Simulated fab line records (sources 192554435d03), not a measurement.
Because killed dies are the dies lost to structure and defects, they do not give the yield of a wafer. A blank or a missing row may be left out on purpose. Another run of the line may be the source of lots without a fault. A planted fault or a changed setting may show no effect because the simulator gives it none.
fab line records | flow n5-finfet
record lots=7 | wafers=21
route steps=1938 shown BEOL_M4@1028 BEOL_M5@1141 BEOL_M7@1266 PASSIVATION@1936
start-h: the number of hours between the record's first day and the start of the first shown wafer of the lot | wait-h: how many hours have passed since the lot's step before this one | " as in the row above | L1.1+2: one row covering several wafers at once | - value missing, or start not given | * or withheld: withheld | < > ~ a bound
route shown NAME@n: a module of which the file shows steps, and the number in the route of the first | usual: average and standard deviation across the fault-free wafers | same: alike in all rows | chamber/n: place in a boat | sites: the reading at each site | _std_site: standard deviation across them | _edge_site: inner sites' mean taken away from outer sites' mean | radius-mm: for every site, how far away it sits from the centre of the wafer | mask NAME#n: copy n | behind: tool/chamber where the wafer was last shaped | hold: the reason the lot was held/the length of the hold in hours/how it ended | device: the transistor (n, p or np) that didn't switch | end of line: the same wafers' tests at the end of the route | a step given without rows: its recipe and nothing more | killed: not the wafer's yield, but the dies lost to structure and defects at the first sort | map: the dies of a wafer, with x for killed, . for not killed, _ for no die there
set.NAME: the setting that was run; set.NAME@STEP: the one run at that earlier step | model.NAME: the simulator's own value behind a step, which no gauge read
lots run with intentionally changed settings; tables by step, rows by wafer
## steps
# step N5_BEOL_M4_COAT_05
# recipe resist=CAR-EUV | spin-rpm=1500 | resist-thk-nm=30
lot.wafer  | tool           | chamber | start-h | wait-h | set.spin-rpm | model.CAR-EUV_of_BEOL_M4_COAT_05.thk-nm
L076.3+5   | litho-track-05 | 0       | -       | -      | 1500         | 30
L076.4     | "              | 0       | "       | "      | 1396         | 31
L079.1+6   | litho-track-03 | 0       | -       | -      | 1408         | 31
L079.5     | "              | 0       | "       | "      | 1500         | 30
L087.4+5+6 | litho-track-01 | 0       | -       | -      | 1500         | 30.2
L086.1+6   | litho-track-05 | 0       | -       | -      | 1651         | 28.4
L086.4     | "              | 0       | "       | "      | 1500         | 29.8
L088.1+5   | litho-track-03 | 0       | -       | -      | 1500         | 30
L088.6     | "              | 0       | "       | "      | 1430         | 30.6
L097.1+3+6 | litho-track-03 | 0       | -       | -      | 1500         | 30
L096.1+2   | litho-track-03 | 0       | -       | -      | 1500         | 30
L096.6     | "              | 0       | "       | "      | 1588         | 29.2
# step N5_BEOL_M4_EBR_07
# recipe solvent=PGMEA | ebr-width-mm=1.5
# step N5_BEOL_M4_SOFTBAKE_06
# recipe temp-c=110 | time-s=60 | resist=CAR-EUV
# step N5_BEOL_M4_EXPOSE_08
# recipe mask-id=M4 | na=0.33 | source-shape=dipole | sigma-inner=0.369 | sigma-outer=0.767 | polarization=unpolarized | dose-mj=41.25
# step N5_BEOL_M4_PEB_09
# recipe peb-temp-c=100 | peb-time-s=60 | resist=CAR-EUV
# step N5_BEOL_M4_DEVELOP_10
# recipe develop-time-s=30 | developer=TMAH | resist=CAR-EUV | rinse-liquid=surfactant-rinse | dry=air-spin | dev-temp-c=23
lot.wafer | tool           | chamber | start-h | wait-h | set.spin-rpm@BEOL_M4_COAT_05 | model.CAR-EUV_of_BEOL_M4_COAT_05.thk-nm
L076.3+5  | litho-track-05 | 0       | -       | -      | 1500                         | 29.4
L076.4    | "              | 0       | "       | "      | 1396                         | 30.6
L079.1+6  | litho-track-01 | 0       | -       | -      | 1408                         | 30.6
L079.5    | "              | 0       | "       | "      | 1500                         | 29.6
L087.4+6  | litho-track-03 | 0       | -       | -      | 1500                         | 29.6
L087.5    | "              | 0       | "       | "      | 1500                         | 29.8
L086.1+6  | litho-track-05 | 0       | -       | -      | 1651                         | 28
L086.4    | "              | 0       | "       | "      | 1500                         | 29.4
L088.1+5  | litho-track-05 | 0       | -       | -      | 1500                         | 29.6
L088.6    | "              | 0       | "       | "      | 1430                         | 30.2
L097.1+6  | litho-track-03 | 0       | -       | -      | 1500                         | 29.4
L097.3    | "              | 0       | "       | "      | 1500                         | 29.6
L096.1    | litho-track-01 | 0       | -       | -      | 1500                         | 29.4
L096.2    | "              | 0       | "       | "      | 1500                         | 29.6
L096.6    | "              | 0       | "       | "      | 1588                         | 28.6
# step N5_BEOL_M4_DESCUM_16
# recipe chemistry=O2 | time-s=7 | source-power-w=50 | bias-power-w=20 | pressure-mtorr=20 | rf-frequency-hz=2.712e+07 | temp-c=40 | resist=CAR-EUV | o2-flow-sccm=225
# step N5_BEOL_M4_ETCH_74
# recipe chemistry=N2/H2 | target=underlayer | target-depth-a=65 | mask-material=CAR-EUV | time-s=5.2 | ion-energy-ev=200 | pressure-mtorr=30 | source-w=840 | bias-w=150 | n2-flow-sccm=200 | h2-flow-sccm=200 | ends=cleared
# step N5_BEOL_M4_ETCH_63
# recipe chemistry=CF4 | target=SiARC | target-depth-a=156 | mask-material=CAR-EUV | time-s=26 | ion-energy-ev=80 | pressure-mtorr=40 | source-w=545 | bias-w=36 | Ar_flow_sccm=100 | cf4-flow-sccm=100 | ends=cleared
lot.wafer  | tool        | chamber | start-h | wait-h | set.spin-rpm@BEOL_M4_COAT_05 | model.CAR-EUV_of_BEOL_M4_COAT_05.thk-nm
L076.3+5   | rie-diel-01 | 2       | 168.21  | 0.0    | 1500                         | 11
L076.4     | "           | 1       | "       | "      | 1396                         | 12.2
L079.1     | rie-diel-02 | 3       | 194.10  | 0.0    | 1408                         | 12.2
L079.5     | "           | 1       | "       | "      | 1500                         | 11
L079.6     | "           | 2       | "       | "      | 1408                         | 12
L087.4+5+6 | rie-diel-01 | 1,0,3   | 239.51  | 0.0    | 1500                         | 11.2
L086.1+6   | rie-diel-02 | 2,1     | 240.97  | 0.0    | 1651                         | 9.4
L086.4     | "           | 0       | "       | "      | 1500                         | 11
L088.1+5   | rie-diel-01 | 3,2     | 248.00  | 0.0    | 1500                         | 11
L088.6     | "           | 3       | "       | "      | 1430                         | 11.8
L097.1+3+6 | rie-diel-02 | 3,2,1   | 303.77  | 0.0    | 1500                         | 11
L096.1     | rie-diel-06 | 2       | 304.99  | 0.0    | 1500                         | 11
L096.2     | "           | 3       | "       | "      | 1500                         | 11.2
L096.6     | "           | 3       | "       | "      | 1588                         | 10.4
# step N5_BEOL_M4_TRENCH_ETCH_37
# recipe chemistry=C4F6/O2 | target-depth-a=555.55 | target=SiOC | time-s=29.2 | ion-energy-ev=250 | pressure-mtorr=30 | source-w=355 | bias-w=185 | Ar_flow_sccm=300 | C4F6_flow_sccm=10 | O2_flow_sccm=10
# usual rf-vpp-V=665/14
lot.wafer | tool        | chamber | start-h | wait-h | set.bias-w | rf-vpp-V
L076.3    | rie-diel-01 | 3       | -       | -      | 170.4      | 626
L076.4    | "           | 0       | "       | "      | 170.4      | 621
L076.5    | "           | 1       | "       | "      | 185        | 665
L079.1    | rie-diel-06 | 3       | -       | -      | 185        | 700
L079.5    | "           | 2       | "       | "      | 185        | 683
L079.6    | "           | 1       | "       | "      | 193.7      | 683
L087.4    | rie-diel-02 | 1       | -       | -      | 185        | 654
L087.5    | "           | 2       | "       | "      | 185        | 660
L087.6    | "           | 3       | "       | "      | 157.8      | 583
L086.1    | rie-diel-01 | 1       | -       | -      | 185        | 664
L086.4    | "           | 0       | "       | "      | 201        | 707
L086.6    | "           | 1       | "       | "      | 185        | 665
L088.1    | rie-diel-06 | 1       | -       | -      | 185        | 658
L088.5    | "           | 1       | "       | "      | 185        | 658
L088.6    | "           | 0       | "       | "      | 185        | 638
L097.1    | rie-diel-01 | 3       | -       | -      | 185        | 666
L097.3    | "           | 2       | "       | "      | 185        | 651
L097.6    | "           | 1       | "       | "      | 185        | 666
L096.1    | rie-diel-06 | 0       | -       | -      | 212.8      | 711
L096.2    | "           | 1       | "       | "      | 212.8      | 736
L096.6    | "           | 1       | "       | "      | 185        | 659
# step N5_BEOL_M5_COAT_74
# recipe resist=underlayer | temp-c=205 | time-s=60 | spin-rpm=1500 | resist-thk-nm=5
lot.wafer  | tool           | chamber | start-h | wait-h | set.spin-rpm
L076.3+4+5 | litho-track-01 | 0       | -       | -      | 1500
L079.1+5+6 | litho-track-04 | 0       | -       | -      | 1566
L087.4+5   | litho-track-04 | 0       | -       | -      | 1500
L087.6     | "              | 0       | "       | "      | 1399
L086.1+4+6 | litho-track-04 | 0       | -       | -      | 1500
L088.1     | litho-track-04 | 0       | -       | -      | 1500
L088.5+6   | "              | 0       | "       | "      | 1594
L096.1+2+6 | litho-track-01 | 0       | -       | -      | 1500
L097.1+3+6 | litho-track-02 | 0       | -       | -      | 1500
# step N5_BEOL_M5_COAT_22
# recipe resist=CAR-EUV | spin-rpm=1500 | resist-thk-nm=30
lot.wafer  | tool           | chamber | start-h | wait-h | set.spin-rpm | model.CAR-EUV_of_BEOL_M5_COAT_22.thk-nm
L076.3+4   | litho-track-01 | 0       | -       | -      | 1500         | 30.2
L076.5     | "              | 0       | "       | "      | 1572         | 29.4
L079.1+6   | litho-track-04 | 0       | -       | -      | 1554         | 29.4
L079.5     | "              | 0       | "       | "      | 1500         | 29.8
L087.4     | litho-track-04 | 0       | -       | -      | 1500         | 30
L087.5     | "              | 0       | "       | "      | 1593         | 29.2
L087.6     | "              | 0       | "       | "      | 1593         | 29
L086.1+4   | litho-track-04 | 0       | -       | -      | 1500         | 29.8
L086.6     | "              | 0       | "       | "      | 1500         | 30
L088.1     | litho-track-04 | 0       | -       | -      | 1349         | 31.6
L088.5     | "              | 0       | "       | "      | 1500         | 30
L088.6     | "              | 0       | "       | "      | 1349         | 31.8
L096.1+2+6 | litho-track-01 | 0       | -       | -      | 1500         | 30
L097.1+3+6 | litho-track-02 | 0       | -       | -      | 1500         | 30
# step N5_BEOL_M5_EBR_24
# recipe solvent=PGMEA | ebr-width-mm=1.5
# step N5_BEOL_M5_SOFTBAKE_23
# recipe temp-c=110 | time-s=60 | resist=CAR-EUV
# step N5_BEOL_M5_DESCUM_33
# recipe chemistry=O2 | time-s=7 | source-power-w=50 | bias-power-w=20 | pressure-mtorr=20 | rf-frequency-hz=2.712e+07 | temp-c=40 | resist=CAR-EUV | o2-flow-sccm=225
# step N5_BEOL_M5_ETCH_75
# recipe chemistry=N2/H2 | target=underlayer | target-depth-a=65 | mask-material=CAR-EUV | time-s=5.2 | ion-energy-ev=200 | pressure-mtorr=30 | source-w=840 | bias-w=150 | n2-flow-sccm=200 | h2-flow-sccm=200 | ends=cleared
lot.wafer | tool        | chamber | start-h | wait-h | set.spin-rpm@BEOL_M5_COAT_74 | set.spin-rpm@BEOL_M5_COAT_22 | model.etch.depth-nm | model.CAR-EUV_of_BEOL_M5_COAT_22.thk-nm
L076.3    | rie-diel-05 | 2       | 201.98  | 0.0    | 1500                         | 1500                         | 5.028               | 20.6
L076.4    | "           | 3       | "       | "      | 1500                         | 1500                         | 5.005               | 20.4
L076.5    | "           | 1       | "       | "      | 1500                         | 1572                         | 5.015               | 19.8
L079.1    | rie-diel-05 | 3       | 210.48  | 0.0    | 1566                         | 1554                         | 4.907               | 20
L079.5    | "           | 0       | "       | "      | 1566                         | 1500                         | 4.901               | 20.2
L079.6    | "           | 1       | "       | "      | 1566                         | 1554                         | 4.903               | 20
L087.4    | rie-diel-03 | 0       | 253.59  | 0.0    | 1500                         | 1500                         | 5.02                | 20.2
L087.5    | "           | 2       | "       | "      | 1500                         | 1593                         | 5.011               | 19.4
L087.6    | "           | 3       | "       | "      | 1399                         | 1593                         | 5.174               | 19.2
L086.1    | rie-diel-03 | 0       | 258.54  | 0.0    | 1500                         | 1500                         | 5.017               | 20.2
L086.4    | "           | 2       | "       | "      | 1500                         | 1500                         | 5.013               | 20.2
L086.6    | "           | 0       | "       | "      | 1500                         | 1500                         | 5.017               | 20.4
L088.1    | rie-diel-04 | 0       | 278.10  | 0.0    | 1500                         | 1349                         | 5.005               | 22
L088.5    | "           | 3       | "       | "      | 1594                         | 1500                         | 4.86                | 20.6
L088.6    | "           | 2       | "       | "      | 1594                         | 1349                         | 4.855               | 22
L096.1    | rie-diel-05 | 3       | 323.88  | 0.0    | 1500                         | 1500                         | 5.03                | 20.4
L096.2    | "           | 0       | "       | "      | 1500                         | 1500                         | 5.018               | 20.2
L096.6    | "           | 3       | "       | "      | 1500                         | 1500                         | 5                   | 20.4
L097.1    | rie-diel-04 | 1       | 323.95  | 0.0    | 1500                         | 1500                         | 5.001               | 20.4
L097.3    | "           | 3       | "       | "      | 1500                         | 1500                         | 5                   | 20.4
L097.6    | "           | 3       | "       | "      | 1500                         | 1500                         | 4.999               | 20.4
# step N5_BEOL_M7_PECVD_70
# recipe material=SiO2 | target-thk-a=200 | temp-c=400 | precursor=TEOS/O2 | pressure-torr=5.5 | rf-w=450 | teos-flow-sccm=53.8 | gas=O2 | flow-sccm=3000 | time-s=22.7
lot.wafer | tool     | chamber | start-h | wait-h | set.time-s | model.SiO2_of_BEOL_M7_PECVD_70.thk-nm
L076.3+5  | pecvd-02 | 1,0     | 217.62  | 0.0    | 22.7       | 19.6
L076.4    | "        | 2       | "       | "      | 22.7       | 19.8
L079.1+6  | pecvd-02 | 1,0     | 226.51  | 0.0    | 22.7       | 20
L079.5    | "        | 2       | "       | "      | 22.7       | 20.2
L086.1    | pecvd-02 | 2       | 273.14  | 0.0    | 25.9       | 22.6
L086.4    | "        | 0       | "       | "      | 25.9       | 23.2
L086.6    | "        | 1       | "       | "      | 25.9       | 23
L087.4    | pecvd-02 | 2       | 281.19  | 0.1    | 21.31      | 19
L087.5    | "        | 0       | "       | "      | 22.7       | 20.4
L087.6    | "        | 1       | "       | "      | 21.31      | 19.4
L088.1    | pecvd-03 | 0       | 295.53  | 0.0    | 22.7       | 19.8
L088.5    | "        | 1       | "       | "      | 22.7       | 20.2
L088.6    | "        | 2       | "       | "      | 22.7       | 20.4
L096.1    | pecvd-02 | 1       | 338.91  | 0.0    | 20.38      | 17.8
L096.2    | "        | 2       | "       | "      | 20.38      | 17.6
L096.6    | "        | 1       | "       | "      | 22.7       | 20.2
L097.1    | pecvd-04 | 1       | 339.99  | 0.0    | 22.7       | 20.4
L097.3    | "        | 2       | "       | "      | 22.7       | 19.6
L097.6    | "        | 0       | "       | "      | 22.7       | 20
# step N5_BEOL_M7_HM_DEP_02
# recipe material=TiN | target-thk-a=200 | temp-c=25 | chamber-pressure-pa=0.49996
lot.wafer | tool           | chamber | start-h | wait-h | set.target-thk-a | model.TiN_of_BEOL_M7_HM_DEP_02.thk-nm
L076.3    | pvd-sputter-03 | -       | 218.55  | 0.9    | 193.2            | 19.4
L076.4    | "              | -       | "       | "      | 193.2            | 19.2
L076.5    | "              | -       | "       | "      | 200              | 19.8
L079.1+5  | pvd-sputter-03 | -       | 227.64  | 1.1    | 200              | 19.6
L079.6    | "              | -       | "       | "      | 200              | 19.8
L086.1    | pvd-sputter-01 | -       | 275.06  | 1.9    | 174.3            | 17.6
L086.4    | "              | -       | "       | "      | 200              | 20
L086.6    | "              | -       | "       | "      | 200              | 20.2
L087.4    | pvd-sputter-01 | -       | 282.57  | 1.4    | 215.3            | 21.2
L087.5    | "              | -       | "       | "      | 200              | 19.8
L087.6    | "              | -       | "       | "      | 215.3            | 21.4
L088.1    | pvd-sputter-02 | -       | 296.28  | 0.7    | 200              | 20.2
L088.5    | "              | -       | "       | "      | 200              | 20
L088.6    | "              | -       | "       | "      | 200              | 20.4
L096.1    | pvd-sputter-01 | -       | 340.22  | 1.3    | 210.5            | 21
L096.2    | "              | -       | "       | "      | 200              | 19.6
L096.6    | "              | -       | "       | "      | 210.5            | 21.4
L097.1+6  | pvd-sputter-01 | -       | 340.42  | 0.4    | 200              | 19.2
L097.3    | "              | -       | "       | "      | 200              | 19.8
# step N5_BEOL_M7_COAT_59
# recipe resist=SOC | temp-c=250 | time-s=60 | spin-rpm=1500 | resist-thk-nm=100
# step N5_BEOL_M7_COAT_60
# recipe resist=SiARC | temp-c=220 | time-s=60 | spin-rpm=1500 | resist-thk-nm=35
# step N5_BEOL_M7_STRIP_68
# recipe chemistry=N2/H2 | temp-c=40 | n2-flow-sccm=200 | h2-flow-sccm=200 | rf-frequency-hz=6e+07
# step N5_BEOL_M7_STRIP_67
# recipe chemistry=CF4 | resist=SiARC | power-w=300 | bias-power-w=75 | pressure-mtorr=50 | cf4-flow-sccm=150 | rf-frequency-hz=6e+07
# step N5_BEOL_M7_HM_OPEN_17
# recipe chemistry=Cl2/BCl3 | target-depth-a=200 | overetch-a=60 | target=TiN | mask-material=SOC | ion-energy-ev=150 | pressure-mtorr=10 | icp-w=1000 | bias-w=126 | Cl2_flow_sccm=53.25 | bcl3-flow-sccm=21.75 | Ar_flow_sccm=25
lot.wafer | tool         | chamber | start-h | wait-h | set.target-thk-a@BEOL_M7_HM_DEP_02 | model.etch.depth-nm
L076.3    | rie-metal-02 | 0       | 219.54  | 0.1    | 193.2                              | 19.43
L076.4    | "            | 1       | "       | "      | 193.2                              | 19.26
L076.5    | "            | 0       | "       | "      | 200                                | 19.87
L079.1    | rie-metal-02 | 0       | 228.38  | 0.0    | 200                                | 19.65
L079.5    | "            | 1       | "       | "      | 200                                | 19.66
L079.6    | "            | 0       | "       | "      | 200                                | 19.78
L086.1    | rie-metal-02 | 0       | 275.94  | 0.0    | 174.3                              | 17.67
L086.4    | "            | 1       | "       | "      | 200                                | 19.91
L086.6    | "            | 1       | "       | "      | 200                                | 20.17
L087.4    | rie-metal-03 | 1       | 284.81  | 0.1    | 215.3                              | 21.16
L087.5    | "            | 0       | "       | "      | 200                                | 19.74
L087.6    | "            | 1       | "       | "      | 215.3                              | 21.45
L088.1    | rie-metal-02 | 1       | 297.57  | 0.0    | 200                                | 20.14
L088.5    | "            | 1       | "       | "      | 200                                | 20.05
L088.6    | "            | 0       | "       | "      | 200                                | 20.42
L096.1    | rie-metal-01 | 1       | 340.96  | 0.0    | 210.5                              | 21.1
L096.2    | "            | 0       | "       | "      | 200                                | 19.52
L096.6    | "            | 0       | "       | "      | 210.5                              | 21.31
L097.1    | rie-metal-03 | 1       | 341.29  | 0.0    | 200                                | 19.19
L097.3    | "            | 1       | "       | "      | 200                                | 19.77
L097.6    | "            | 1       | "       | "      | 200                                | 19.25
# step N5_BEOL_M7_STRIP_19
# recipe chemistry=O2 | power-w=400 | temp-c=40 | pressure-mtorr=30 | rf-frequency-hz=6e+07 | bias-power-w=0 | overash-fraction=0.2 | o2-flow-sccm=225
# step N5_BEOL_M7_STRIP_76
# recipe chemistry=C4F6/O2 | resist=SiARC | rf-frequency-hz=6e+07
# step N5_BEOL_M7_STRIP_36
# recipe chemistry=N2/H2 | power-w=450 | temp-c=40 | pressure-mtorr=20 | rf-frequency-hz=6e+07 | overash-fraction=0.3 | bias-power-w=7 | h2-frac=0.5 | n2-flow-sccm=200 | h2-flow-sccm=200
# step N5_BEOL_M7_TRENCH_ETCH_37
# recipe chemistry=C4F6/O2 | target-depth-a=934.78 | target=SiCOH_lowk | time-s=31.2 | ion-energy-ev=250 | pressure-mtorr=30 | source-w=345 | bias-w=185 | Ar_flow_sccm=300 | C4F6_flow_sccm=10 | O2_flow_sccm=10
lot.wafer  | tool        | chamber | start-h | wait-h | set.target-thk-a@BEOL_M7_HM_DEP_02 | model.TiN_of_BEOL_M7_HM_DEP_02.thk-nm
L076.3     | rie-diel-04 | 1       | -       | -      | 193.2                              | 16.8
L076.4     | "           | 0       | "       | "      | 193.2                              | 16.6
L076.5     | "           | 3       | "       | "      | 200                                | 17.2
L079.1+5+6 | rie-diel-03 | 1,2,0   | -       | -      | 200                                | 17
L086.1     | rie-diel-05 | 3       | -       | -      | 174.3                              | 15
L086.4     | "           | 1       | "       | "      | 200                                | 17.2
L086.6     | "           | 0       | "       | "      | 200                                | 17.6
L087.4     | rie-diel-05 | 0       | -       | -      | 215.3                              | 18.6
L087.5     | "           | 3       | "       | "      | 200                                | 17
L087.6     | "           | 2       | "       | "      | 215.3                              | 18.8
L088.1+5   | rie-diel-05 | 0,3     | -       | -      | 200                                | 17.4
L088.6     | "           | 2       | "       | "      | 200                                | 17.8
L096.1     | rie-diel-03 | 0       | -       | -      | 210.5                              | 18.4
L096.2     | "           | 2       | "       | "      | 200                                | 16.8
L096.6     | "           | 1       | "       | "      | 210.5                              | 18.6
L097.1     | rie-diel-05 | 1       | -       | -      | 200                                | 16.4
L097.3     | "           | 2       | "       | "      | 200                                | 17.2
L097.6     | "           | 1       | "       | "      | 200                                | 16.6
# step N5_PASSIVATION_PROBE_49
# usual defect-limited-yield=91.4/1.4 | killed-dies=102/17 | sort-yield-pct=91.3/1.5
lot.wafer | tool      | chamber | start-h | wait-h | set.peb-time-s@BEOL_M8_PEB_09 | set.power-w@BEOL_M9_SPUTTER_48 | set.time-s@BEOL_M7_PECVD_70 | defect-limited-yield[%] | killed-dies | sort-yield-pct[%]
L076.3    | prober-01 | -       | 296.17  | 0.1    | 60                            | 26000                          | 22.7                        | 89.2                    | 127         | 87.9
L076.4    | prober-01 | -       | 296.22  | 0.2    | 60                            | 26000                          | 22.7                        | 88.2                    | 139         | 88.2
L076.5    | prober-01 | -       | 296.27  | 0.2    | 60                            | 26000                          | 22.7                        | 91.7                    | 98          | 91.7
L079.1    | prober-01 | -       | 310.29  | 0.0    | 60                            | 26000                          | 22.7                        | 0                       | 1180        | 0
L079.5    | prober-01 | -       | 310.49  | 0.2    | 60                            | 26000                          | 22.7                        | 0                       | 1180        | 0
L079.6    | prober-01 | -       | 310.54  | 0.3    | 60                            | 26000                          | 22.7                        | 0                       | 1180        | 0
L086.1    | prober-01 | -       | 350.99  | 0.0    | 55.75                         | 26000                          | 25.9                        | 0                       | 1180        | 0
L086.4    | prober-01 | -       | 351.14  | 0.2    | 55.75                         | 26000                          | 25.9                        | 0                       | 1180        | 0
L086.6    | prober-01 | -       | 351.24  | 0.3    | 60                            | 21690                          | 25.9                        | 0                       | 1180        | 0
L087.4    | prober-02 | -       | 373.17  | 0.2    | 60                            | 26000                          | 21.31                       | 89.2                    | 127         | 89.2
L087.5    | prober-02 | -       | 373.22  | 0.2    | 48.11                         | 26000                          | 22.7                        | 11.9                    | 1040        | 11.9
L087.6    | prober-02 | -       | 373.27  | 0.3    | 48.11                         | 27370                          | 21.31                       | 10.8                    | 1052        | 10.8
L088.1    | prober-01 | -       | 376.13  | 0.0    | 60                            | 26000                          | 22.7                        | 90.3                    | 115         | 90.2
L088.5    | prober-01 | -       | 376.33  | 0.2    | 56.03                         | 26000                          | 22.7                        | 56.0                    | 519         | 56.0
L088.6    | prober-01 | -       | 376.38  | 0.3    | 60                            | 26000                          | 22.7                        | 90.3                    | 114         | 90.3
L096.1    | prober-01 | -       | 419.01  | 0.0    | 63.55                         | 26000                          | 20.38                       | 92.2                    | 92          | 92.2
L096.2    | prober-01 | -       | 419.06  | 0.1    | 60                            | 29040                          | 20.38                       | 91.4                    | 102         | 91.4
L096.6    | prober-01 | -       | 419.26  | 0.3    | 60                            | 26000                          | 22.7                        | 91.9                    | 96          | 91.9
L097.1    | prober-02 | -       | 424.95  | 0.0    | 60                            | 26000                          | 22.7                        | 91.4                    | 101         | 91.4
L097.3    | prober-02 | -       | 425.05  | 0.1    | 60                            | 26000                          | 22.7                        | 90.7                    | 110         | 90.7
L097.6    | prober-02 | -       | 425.20  | 0.3    | 60                            | 26000                          | 22.7                        | 92.3                    | 91          | 92.2
## key
split step=N5_BEOL_M4_COAT_05 | setting=spin-rpm | stated=1500 | by=wafer
response step=N5_BEOL_M4_COAT_05 | reading=model.CAR-EUV_of_BEOL_M4_COAT_05.thk-nm | change=-0.142 | per=1% | r=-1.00
response step=N5_BEOL_M4_DEVELOP_10 | reading=model.CAR-EUV_of_BEOL_M4_COAT_05.thk-nm | change=-0.151 | per=1% | r=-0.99
response step=N5_BEOL_M4_ETCH_63 | reading=model.CAR-EUV_of_BEOL_M4_COAT_05.thk-nm | change=-0.16 | per=1% | r=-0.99
split step=N5_BEOL_M4_TRENCH_ETCH_37 | setting=bias-w | stated=185 | by=wafer
response step=N5_BEOL_M4_TRENCH_ETCH_37 | reading=rf-vpp-V | change=+4.51 | per=1% | r=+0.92
split step=N5_BEOL_M5_COAT_74 | setting=spin-rpm | stated=1500 | by=wafer
response step=N5_BEOL_M5_ETCH_75 | reading=model.etch.depth-nm | change=-0.0235 | per=1% | r=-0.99
split step=N5_BEOL_M5_COAT_22 | setting=spin-rpm | stated=1500 | by=wafer
response step=N5_BEOL_M5_COAT_22 | reading=model.CAR-EUV_of_BEOL_M5_COAT_22.thk-nm | change=-0.159 | per=1% | r=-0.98
response step=N5_BEOL_M5_ETCH_75 | reading=model.CAR-EUV_of_BEOL_M5_COAT_22.thk-nm | change=-0.135 | per=1% | r=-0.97
split step=N5_BEOL_M7_PECVD_70 | setting=time-s | stated=22.7 | by=wafer
response step=N5_BEOL_M7_PECVD_70 | reading=model.SiO2_of_BEOL_M7_PECVD_70.thk-nm | change=+0.232 | per=1% | r=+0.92
response step=N5_PASSIVATION_PROBE_49 | reading=defect-limited-yield | slope=+2.45 | per=1% | together-with=peb-time-s@BEOL_M8_PEB_09,power-w@BEOL_M9_SPUTTER_48 | explained=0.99
response step=N5_PASSIVATION_PROBE_49 | reading=killed-dies | slope=-28.9 | per=1% | together-with=peb-time-s@BEOL_M8_PEB_09,power-w@BEOL_M9_SPUTTER_48 | explained=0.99
response step=N5_PASSIVATION_PROBE_49 | reading=sort-yield-pct | slope=+2.45 | per=1% | together-with=peb-time-s@BEOL_M8_PEB_09,power-w@BEOL_M9_SPUTTER_48 | explained=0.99
split step=N5_BEOL_M7_HM_DEP_02 | setting=target-thk-a | stated=200 | by=wafer
response step=N5_BEOL_M7_HM_DEP_02 | reading=model.TiN_of_BEOL_M7_HM_DEP_02.thk-nm | change=+0.204 | per=1% | r=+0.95
response step=N5_BEOL_M7_HM_OPEN_17 | reading=model.etch.depth-nm | change=+0.202 | per=1% | r=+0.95
response step=N5_BEOL_M7_TRENCH_ETCH_37 | reading=model.TiN_of_BEOL_M7_HM_DEP_02.thk-nm | change=+0.207 | per=1% | r=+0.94
split outside-this-file step=N5_BEOL_M8_PEB_09 setting=peb-time-s
split outside-this-file step=N5_BEOL_M9_SPUTTER_48 setting=power-w
# split outside-this-file: this setting was split too, and the file shows its column; the key of that split is in another file
